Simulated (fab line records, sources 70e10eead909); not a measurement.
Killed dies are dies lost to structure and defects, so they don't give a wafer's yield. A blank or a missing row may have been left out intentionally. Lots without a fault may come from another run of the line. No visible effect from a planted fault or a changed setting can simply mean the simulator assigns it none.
Which of the tools did it?    flow nand_harc    12 lots with 36 wafers sampled at 4 steps, on a route of 1302 steps

== WHAT THE GAUGES SHOWED, per wafer ==
NHARC_A_SGD_CUT_THK_MEAS_22: measures by ellipsometry.
lot   measured      on             thk_nm (nm)
L075  day 20 08:27  film_metro-02  149.4 149.0 148.1
L077  day 20 16:22  film_metro-02  148.7 150.5 148.3
L079  day 21 15:22  film_metro-01  150.2 150.2 148.5
L081  day 22 21:47  film_metro-02  146.7 146.6 149.0
L084  day 23 10:58  film_metro-01  147.8 150.9 150.4
L086  day 23 14:29  film_metro-01  148.9 147.4 147.5
L087  day 25 00:22  film_metro-02  151.6 149.6 148.7
L088  day 25 09:38  film_metro-01  147.3 147.3 146.2
L092  day 26 23:52  film_metro-01  148.3 146.5 147.2
L093  day 26 23:52  film_metro-02  148.0 148.1 146.2
L095  day 28 08:02  film_metro-02  150.1 150.5 148.0
L096  day 28 18:32  film_metro-02  145.4 148.3 148.6

== WHAT TOOL EACH LOT RAN ON (gives the tool, then ch and the chambers of the sampled wafers, and finally the start) ==
lot   NHARC_A_STAIRCASE_CMP_472      NHARC_A_SGD_CUT_ETCH_16                        NHARC_A_SGD_CUT_CMP_21
L075  cmp-04 ch 0,1, day 20 01:07    rie_diel-09 ch 0,1, day 20 08:14 or earlier    cmp-01 ch 1,2,3, day 20 08:14
L077  cmp-01 ch 0,1,2, day 20 09:03  rie_diel-06 ch 2,3, day 20 16:07 or earlier    cmp-03 ch 1,2, day 20 16:07
L079  cmp-03 ch 0,1, day 21 05:35    rie_diel-09 ch 0,2,3, day 21 15:10 or earlier  cmp-03 ch 1,2,3, day 21 15:10
L081  cmp-04 ch 1,3, day 22 13:48    rie_diel-09 ch 0,1,2, day 22 21:34 or earlier  cmp-01 ch 0,1,3, day 22 21:34
L084  cmp-04 ch 1,2,3, day 23 03:34  rie_diel-09 ch 2,3, day 23 10:43 or earlier    cmp-03 ch 2,3, day 23 10:43
L086  cmp-03 ch 0,3, day 23 07:07    rie_diel-06 ch 1,2,3, day 23 14:13 or earlier  cmp-03 ch 1,2, day 23 14:13
L087  cmp-04 ch 0,2,3, day 24 16:56  rie_diel-09 ch 0,3, day 25 00:09 or earlier    cmp-02 ch 0,1,2, day 25 00:09
L088  cmp-03 ch 1,3, day 25 02:25    rie_diel-07 ch 1,2,3, day 25 09:24 or earlier  cmp-02 ch 0,2, day 25 09:24
L092  cmp-04 ch 0,3, day 26 16:32    rie_diel-07 ch 1,2,3, day 26 23:39 or earlier  cmp-02 ch 0,1,3, day 26 23:39
L093  cmp-03 ch 0,3, day 26 16:50    rie_diel-09 ch 1,2,3, day 26 23:36 or earlier  cmp-01 ch 1,2,3, day 26 23:36
L095  cmp-03 ch 0,2,3, day 27 23:52  rie_diel-09 ch 0,2,3, day 28 07:47 or earlier  cmp-02 ch 0,1,2, day 28 07:47
L096  cmp-04 ch 0,1,2, day 28 11:08  rie_diel-07 ch 0,1,3, day 28 18:17 or earlier  cmp-01 ch 0,1,3, day 28 18:17
- NHARC_A_STAIRCASE_CMP_472: polishes SiO2.
- NHARC_A_SGD_CUT_ETCH_16: etches the open film in C4F8/O2/Ar, target depth 310.5 nm, time 155.2 s.
- NHARC_A_SGD_CUT_CMP_21: polishes, target thk 148.19 nm.

== THE ANSWER, worked out from the rows above alone ==
Rule: what is usual is taken from the lots themselves. Put in order of their means at a reading, lots are off if they are a third of the lots or fewer, leave a main group of 4 or more, and stand apart from it by a gap of 3 or more times the standard deviation of the main group's means; of several such gaps the widest counts. If all means in a main group match to the digits the tables above print for the reading, that group is not used. Also off: a lot with no number at a reading for which 4 or more lots have one. All remaining lots with rows at the step are treated as sound.
None of the lots is off at any reading shown; this tells nothing.

== WHAT THE SIMULATOR HAD INSERTED ==
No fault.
